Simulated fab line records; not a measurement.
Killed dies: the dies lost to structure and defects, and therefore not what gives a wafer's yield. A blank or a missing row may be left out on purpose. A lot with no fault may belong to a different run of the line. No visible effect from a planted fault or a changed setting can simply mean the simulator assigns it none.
fab line records ; flow n5-finfet
record: lots: 11; wafers: 29; last-day: 18
route steps=1938 shown BEOL_M0@734 BEOL_M1@755 BEOL_M4@1111 PASSIVATION@1936
lots that met no fault: taken from a fault-free run of the same line
start-h: start of the lot's first displayed wafer, in hours after the record's first day ; wait-h: how many hours have passed since the lot's step before this one ; " unchanged from the row above ; L1.1+2: a row that stands for several wafers ; - value missing, or start not given ; * or withheld: withheld ; < > ~ a bound
route shown NAME@n: NAME is a module with steps in the file, n the number in the route of the first one ; usual: mean/standard deviation taken from wafers without a fault ; same: alike in all rows ; chamber/n: place in a boat ; sites: readings site by site ; _std_site: the values' standard deviation ; _edge_site: outer sites' mean less inner sites' ; radius-mm: for every site, how far away it sits from the centre of the wafer ; mask NAME#n: copy n ; behind: the last tool/chamber to shape the wafer ; hold: why the lot went on hold/how many hours it stayed there/how the hold came to an end ; device: whichever transistor did not switch (one of n, p or np) ; end of line: tests of these same wafers at the route's end ; a step without rows: its recipe alone ; killed: the dies lost at the first sort to structure and to defects; this is not the yield of the wafer ; map: a wafer's dies, x killed, . not, _ none there
set.NAME: the run value of the setting; set.NAME@STEP: its run value at that earlier step ; model.NAME: the simulator's own value behind a step, which no gauge read
route steps across a sampled set of lots; one table per step, one row per wafer
services: the hour from which a tool's chamber was out of use, counted from the record's first day as start-h (under 0 if before that day), plus the number of hours and why
== steps ==
step: N5_BEOL_M0_SPUTTER_116
recipe: material: Cu; target-thk-a: 40; temp-c: -20; chamber-pressure-pa: 0.07; power-w: withheld; time-s: 7.37
usual: substrate-temp-c: -19.99/0.1; susceptor-temp-C: -19.98/0.1; throttle-valve-pct: 30.3/1
lot.wafer;tool;chamber;start-h;wait-h;substrate-temp-c;susceptor-temp-C;throttle-valve-pct
L948.1;pvd-sputter-01;-;120.05;0.1;-20.16;-19.82;29.3
L948.2;pvd-sputter-01;-;120.05;0.1;-19.94;-19.92;28.6
L948.3;pvd-sputter-01;-;120.05;0.1;-19.90;-20.15;29.7
L949.1;pvd-sputter-02;-;124.87;3.2;-19.86;-19.91;29.6
L949.4;pvd-sputter-02;-;124.87;3.2;-20.15;-20.06;29.7
L953.2;pvd-sputter-03;-;149.40;0.1;-19.91;-20.02;30.2
L953.3;pvd-sputter-03;-;149.40;0.1;-20.12;-20.11;31.6
L953.6;pvd-sputter-03;-;149.40;0.1;-19.94;-20.00;29.8
L954.1;pvd-sputter-01;-;150.36;0.1;-19.92;-19.86;28.6
L954.3;pvd-sputter-01;-;150.36;0.1;-19.96;-20.25;30.4
L954.6;pvd-sputter-01;-;150.36;0.1;-19.88;-19.88;28.4
L955.4;pvd-sputter-02;-;157.68;0.0;-20.02;-19.91;32.2
L955.5;pvd-sputter-02;-;157.68;0.0;-20.03;-19.88;30.1
L956.1;pvd-sputter-03;-;168.71;0.1;-19.97;-19.87;31.7
L956.5;pvd-sputter-03;-;168.71;0.1;-20.17;-20.11;29.7
L958.1;pvd-sputter-02;-;174.05;0.3;-19.79;-19.93;32.2
L958.3;pvd-sputter-02;-;174.05;0.3;-19.72;-20.01;29.7
L958.4;pvd-sputter-02;-;174.05;0.3;-20.13;-19.87;29.5
L959.1;pvd-sputter-03;-;183.34;0.1;-19.84;-19.95;30.6
L959.3;pvd-sputter-03;-;183.34;0.1;-20.00;-19.91;30.4
L959.5;pvd-sputter-03;-;183.34;0.1;-19.96;-19.88;29.9
L965.1;pvd-sputter-02;-;220.93;0.1;-19.97;-20.16;29.5
L965.5;pvd-sputter-02;-;220.93;0.1;-19.97;-20.14;32.0
L968.2;pvd-sputter-01;-;241.27;0.2;-19.87;-20.02;30.1
L968.4;pvd-sputter-01;-;241.27;0.2;-20.05;-19.81;29.9
L968.6;pvd-sputter-01;-;241.27;0.2;-20.03;-19.84;28.1
L970.1;pvd-sputter-02;-;250.38;0.2;-19.91;-20.20;29.7
L970.5;pvd-sputter-02;-;250.38;0.2;-19.93;-19.92;32.1
L970.6;pvd-sputter-02;-;250.38;0.2;-20.05;-20.00;29.9
step: N5_BEOL_M0_CO_CAP_123
recipe: material: Co; target-thk-a: 20; temp-c: 200; precursor: CCTBA/H2; pressure-torr: 30; time-s: 102.1
usual: heater-power-outer-w: 118/15; heater-power-w: 226/32; susceptor-temp-C: 199.99/0.16
lot.wafer;tool;chamber;start-h;wait-h;heater-power-outer-w;heater-power-w;susceptor-temp-C
L948.1;cvd-co-02;2;121.46;0.0;113;206;199.96
L948.2;cvd-co-02;0;121.46;0.0;117;224;200.16
L948.3;cvd-co-02;0;121.46;0.0;118;220;200.14
L949.1;cvd-co-01;1;126.15;0.0;111;207;199.89
L949.4;cvd-co-01;1;126.15;0.0;114;212;199.78
L953.2;cvd-co-01;2;150.64;0.0;96;182;200.41
L953.3;cvd-co-01;0;150.64;0.0;137;279;200.17
L953.6;cvd-co-01;1;150.64;0.0;110;211;199.93
L954.1;cvd-co-01;2;151.58;0.0;95;183;199.81
L954.3;cvd-co-01;1;151.58;0.0;115;216;199.92
L954.6;cvd-co-01;2;151.58;0.0;97;180;199.79
L955.4;cvd-co-02;2;159.25;0.0;112;204;200.11
L955.5;cvd-co-02;0;159.25;0.0;117;220;199.87
L956.1;cvd-co-01;0;169.94;0.0;137;270;200.00
L956.5;cvd-co-01;2;169.94;0.0;97;184;199.88
L958.1;cvd-co-02;2;175.27;0.0;114;207;200.17
L958.3;cvd-co-02;1;175.27;0.0;137;241;199.94
L958.4;cvd-co-02;2;175.27;0.0;109;209;199.96
L959.1;cvd-co-01;1;184.57;0.0;113;208;200.10
L959.3;cvd-co-01;0;184.57;0.0;138;281;200.06
L959.5;cvd-co-01;2;184.57;0.0;97;189;199.93
L965.1;cvd-co-01;1;227.70;0.0;110;214;200.20
L965.5;cvd-co-01;2;227.70;0.0;96;188;199.80
L968.2;cvd-co-01;0;243.02;0.0;136;290;200.01
L968.4;cvd-co-01;2;243.02;0.0;97;187;199.54
L968.6;cvd-co-01;0;243.02;0.0;142;281;200.17
L970.1;cvd-co-02;2;251.72;0.0;110;214;199.77
L970.5;cvd-co-02;0;251.72;0.0;120;222;199.96
L970.6;cvd-co-02;1;251.72;0.0;140;248;199.89
step: N5_BEOL_M1_COAT_61
recipe: resist: SOC; temp-c: 250; time-s: 60; spin-rpm: 1500; resist-thk-nm: 60
usual: plate-temp-C: 250.02/0.18; spin-speed-rpm: 1500.0/1.1
lot.wafer;tool;chamber;start-h;wait-h;plate-temp-C;spin-speed-rpm
L948.1;litho-track-01;0;125.56;0.1;250.49;1501.9
L948.2;litho-track-01;0;125.56;0.1;249.90;1498.7
L948.3;litho-track-01;0;125.56;0.1;250.39;1501.7
L949.1;litho-track-01;0;126.96;0.1;250.20;1501.3
L949.4;litho-track-01;0;126.96;0.1;250.36;1500.1
L953.2;litho-track-01;0;152.56;0.1;250.20;1501.2
L953.3;litho-track-01;0;152.56;0.1;250.29;1498.4
L953.6;litho-track-01;0;152.56;0.1;249.78;1501.2
L954.1;litho-track-01;0;152.92;0.1;250.08;1499.1
L954.3;litho-track-01;0;152.92;0.1;250.20;1499.7
L954.6;litho-track-01;0;152.92;0.1;250.04;1501.1
L955.4;litho-track-05;0;162.75;0.1;249.71;1498.8
L955.5;litho-track-05;0;162.75;0.1;249.67;1500.6
L956.1;litho-track-05;0;171.96;0.1;249.83;1500.5
L956.5;litho-track-05;0;171.96;0.1;250.14;1498.5
L958.1;litho-track-01;0;178.68;0.1;249.99;1578.8
L958.3;litho-track-01;0;178.68;0.1;249.92;1581.2
L958.4;litho-track-01;0;178.68;0.1;249.78;1579.6
L959.1;litho-track-01;0;185.39;0.1;250.19;1577.6
L959.3;litho-track-01;0;185.39;0.1;250.04;1577.6
L959.5;litho-track-01;0;185.39;0.1;250.14;1575.3
L965.1;litho-track-03;0;228.25;0.1;249.77;1498.3
L965.5;litho-track-03;0;228.25;0.1;249.83;1501.9
L968.2;litho-track-03;0;245.43;0.4;250.16;1500.3
L968.4;litho-track-03;0;245.43;0.4;250.16;1498.6
L968.6;litho-track-03;0;245.43;0.4;249.90;1499.9
L970.1;litho-track-05;0;252.92;0.1;250.22;1499.8
L970.5;litho-track-05;0;252.92;0.1;249.94;1500.1
L970.6;litho-track-05;0;252.92;0.1;249.93;1498.1
step: N5_BEOL_M1_CD_MEAS_11
recipe: target-cd-nm: 17.05; landing-energy-ev: 500; detector: se-inlens; polarity: opening
usual: cd-nm: 17.02/0.26
lot.wafer;tool;chamber;start-h;wait-h;cd-nm
L948.1;cd-sem-01;0;125.82;-;16.86
L948.2;cd-sem-01;0;125.82;-;16.79
L948.3;cd-sem-01;0;125.82;-;16.73
L949.1;cd-sem-02;0;127.22;-;17.03
L949.4;cd-sem-02;0;127.22;-;17.27
L953.2;cd-sem-02;0;152.95;-;17.11
L953.3;cd-sem-02;0;152.95;-;17.43
L953.6;cd-sem-02;0;152.95;-;17.28
L954.1;cd-sem-01;0;153.18;-;16.77
L954.3;cd-sem-01;0;153.18;-;17.22
L954.6;cd-sem-01;0;153.18;-;16.78
L955.4;cd-sem-02;0;163.14;-;16.83
L955.5;cd-sem-02;0;163.14;-;16.90
L956.1;cd-sem-02;0;172.22;-;17.19
L956.5;cd-sem-02;0;172.22;-;16.93
L958.1;cd-sem-03;0;178.95;-;16.83
L958.3;cd-sem-03;0;178.95;-;17.33
L958.4;cd-sem-03;0;178.95;-;17.21
L959.1;cd-sem-01;0;185.65;-;17.10
L959.3;cd-sem-01;0;185.65;-;17.06
L959.5;cd-sem-01;0;185.65;-;17.41
L965.1;cd-sem-01;0;228.52;-;17.09
L965.5;cd-sem-01;0;228.52;-;17.53
L968.2;cd-sem-01;0;245.84;-;17.40
L968.4;cd-sem-01;0;245.84;-;17.09
L968.6;cd-sem-01;0;245.84;-;17.26
L970.1;cd-sem-03;0;253.30;-;16.74
L970.5;cd-sem-03;0;253.30;-;17.10
L970.6;cd-sem-03;0;253.30;-;17.22
step: N5_BEOL_M4_RC_MEAS_101
usual: DIBL_N: 36.6/2.3; DIBL_P: 36.3/2.8; IOFF_N: 0.17/0.047; IOFF_P: 0.22/0.048; ION_N: 676/14; ION_P: 463/9.4; SS_N: 71.6/0.84; SS_P: 73.4/0.85; VT_N: 249/3.7; VT_P: -249/3.6
lot.wafer;tool;chamber;start-h;wait-h;DIBL_N[mV/V];DIBL_P[mV/V];IOFF_N[nA/um];IOFF_P[nA/um];ION_N[uA/um];ION_P[uA/um];SS_N[mV/dec];SS_P[mV/dec];VT_N[mV];VT_P[mV]
L948.1;prober-02;0;167.15;0.0;35.1;32.6;0.15;0.18;667;461;72.0;73.0;249;-249
L948.2;prober-02;0;167.15;0.0;34.6;33.7;0.13;0.18;679;470;70.9;71.8;253;-249
L948.3;prober-02;0;167.15;0.0;37.2;37.4;0.18;0.24;674;467;71.3;73.8;248;-248
L949.1;prober-01;0;179.42;0.0;36.9;36.2;0.16;0.22;660;461;71.9;73.2;249;-249
L949.4;prober-01;0;179.42;0.0;35.2;33.8;0.14;0.19;671;462;71.6;72.3;254;-254
L953.2;prober-02;0;196.44;0.2;36.7;35.6;0.17;0.20;669;450;71.4;73.6;249;-253
L953.3;prober-02;0;196.44;0.2;36.6;36.1;0.17;0.21;667;458;71.7;72.8;250;-249
L953.6;prober-02;0;196.44;0.2;37.7;37.9;0.21;0.23;677;460;72.2;74.1;247;-251
L954.1;prober-02;0;204.35;0.0;34.6;32.4;0.12;0.14;672;458;71.3;72.5;255;-256
L954.3;prober-02;0;204.35;0.0;39.8;40.0;0.20;0.24;696;465;72.4;74.5;250;-250
L954.6;prober-02;0;204.35;0.0;39.2;39.3;0.18;0.23;694;469;72.4;74.1;248;-251
L955.4;prober-01;0;206.33;0.5;34.9;34.5;0.15;0.22;683;473;70.9;72.8;246;-246
L955.5;prober-01;0;206.33;0.5;33.2;32.8;0.12;0.19;672;470;70.8;72.7;253;-249
L956.1;prober-02;0;214.55;0.0;39.4;39.4;0.21;0.22;690;463;72.2;74.4;246;-253
L956.5;prober-02;0;214.55;0.0;40.5;39.7;0.26;0.24;688;460;72.3;74.2;244;-250
L958.1;prober-01;0;228.44;0.0;36.1;36.6;0.14;0.20;670;461;70.8;73.4;250;-250
L958.3;prober-01;0;228.44;0.0;32.4;30.0;0.09;0.12;662;453;70.4;71.4;257;-257
L958.4;prober-01;0;228.44;0.0;36.0;36.9;0.15;0.21;692;468;70.9;72.8;249;-250
L959.1;prober-02;0;228.71;0.0;36.1;35.7;0.15;0.18;656;448;71.1;72.7;253;-253
L959.3;prober-02;0;228.71;0.0;36.9;35.5;0.17;0.18;689;466;71.6;73.2;248;-249
L959.5;prober-02;0;228.71;0.0;37.1;34.7;0.17;0.16;647;437;73.2;72.6;253;-255
L965.1;prober-02;0;265.61;0.0;39.0;40.8;0.24;0.32;689;475;72.3;74.6;241;-241
L965.5;prober-02;0;265.61;0.0;37.3;36.9;0.20;0.24;683;471;72.7;74.1;247;-248
L968.2;prober-02;0;295.01;0.2;35.8;32.8;0.16;0.16;665;450;71.0;72.8;249;-256
L968.4;prober-02;0;295.01;0.2;35.3;35.1;0.15;0.19;659;446;71.2;72.9;247;-252
L968.6;prober-02;0;295.01;0.2;33.0;32.1;0.12;0.16;671;462;71.2;71.8;252;-254
L970.1;prober-01;0;309.81;0.0;40.5;41.1;0.25;0.29;671;459;72.9;75.4;244;-249
L970.5;prober-01;0;309.81;0.0;39.5;40.5;0.24;0.27;674;458;72.5;74.9;243;-250
L970.6;prober-01;0;309.81;0.0;38.0;36.5;0.18;0.21;674;455;72.3;74.3;248;-253
step: N5_PASSIVATION_PROBE_49
usual: defect-limited-yield: 91.5/1.5; killed_at_M0_to_M3: 33/9.9; killed_at_M4_up: 14/5.2; killed-at-contacts: 11/5.2; killed-at-front-end: 38/10; killed-at-other: 4/3.5; killed-dies: 100/18; killed-open: 66/14; killed-short: 32/6.9; sort_bin_5_function: 5.0/1; sort_bin_6_memory: 3.1/0.69; sort_bin_8_speed: 0.03/0.26; sort-n-pass: 1080/18; sort-yield-pct: 91.5/1.5
same: gross-dies: 1180; killed-at-back-side: 0; sort_bin_4_leakage[%]: 0
lot.wafer;tool;chamber;start-h;wait-h;defect-limited-yield[%];killed_at_M0_to_M3;killed_at_M4_up;killed-at-contacts;killed-at-front-end;killed-at-other;killed-dies;killed-open;killed-short;sort_bin_5_function[%];sort_bin_6_memory[%];sort_bin_8_speed[%];sort-n-pass;sort-yield-pct[%]
L968.2;prober-01;-;404.13;0.1;90.2;48;12;4;44;8;116;79;31;4.8;4.2;0;1064;90.2
L968.6;prober-01;-;404.33;0.3;90.8;45;13;6;41;4;109;66;33;4.8;3.1;0;1071;90.8
killed by level:class
L968.2 BEOL_M0_SAQP:geometric-particle:open=14 BEOL_M0_SAQP:geometric-particle:short=10 BEOL_M3:geometric-particle:open=10 STI_FIN_REVEAL:geometric-particle:open=9 DUMMY_GATE:geometric-particle:open=8 HKMG_FIN:area-etch=6 BEOL_M2:geometric-particle:open=5 FIN_SAQP:geometric-particle:open=4
L968.6 BEOL_M0_SAQP:geometric-particle:open=16 BEOL_M3:geometric-particle:open=10 BEOL_M0_SAQP:geometric-particle:short=10 BEOL_M4:geometric-particle:open=7 HKMG_FIN:area-etch=7 FIN_SAQP:geometric-particle:open=6 STI_FIN_REVEAL:geometric-particle:open=5 STARTING-WAFER:geometric-particle:short=5
== services ==
tool;chamber;start-h;hours;kind
pvd-sputter-01;-;96.44;9.7;repair
cvd-co-01;-;108.55;6.9;pm
cvd-co-02;1;114.67;-;clean
cvd-co-02;1;114.67;22.0;scheduled-down
cvd-co-02;1;114.67;22.0;vent-cycle
cvd-co-01;2;115.81;14.0;repair
cvd-co-01;-;123.44;0.9;repair
cvd-co-02;-;145.58;0.9;repair
cvd-co-01;1;190.56;7.6;repair
cvd-co-02;0;196.33;2.2;repair
cvd-co-02;0;202.91;7.9;repair
cvd-co-01;0;203.59;15.8;repair
== key ==
first-sign: step: N5_BEOL_M1_COAT_61; reading: spin-speed-rpm; direction: up; sigmas: 68; usual: *; struck: *
effect none on later readings
met-at N5_BEOL_M1_COAT_61
struck-lots L958,L959
not-acting-at N5_BEOL_M0_SPUTTER_116,N5_BEOL_M0_CO_CAP_123,N5_BEOL_M1_CD_MEAS_11
onset-between 152.92 178.68
fault: kind: process-parameter-drift; tool: litho-track-01; chamber: -; onset-h: 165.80; steps: N5_BEOL_M1_COAT_61; channel: spin-rpm; offset: *; shape: step; end-h: 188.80; acts-in: *; stated: *
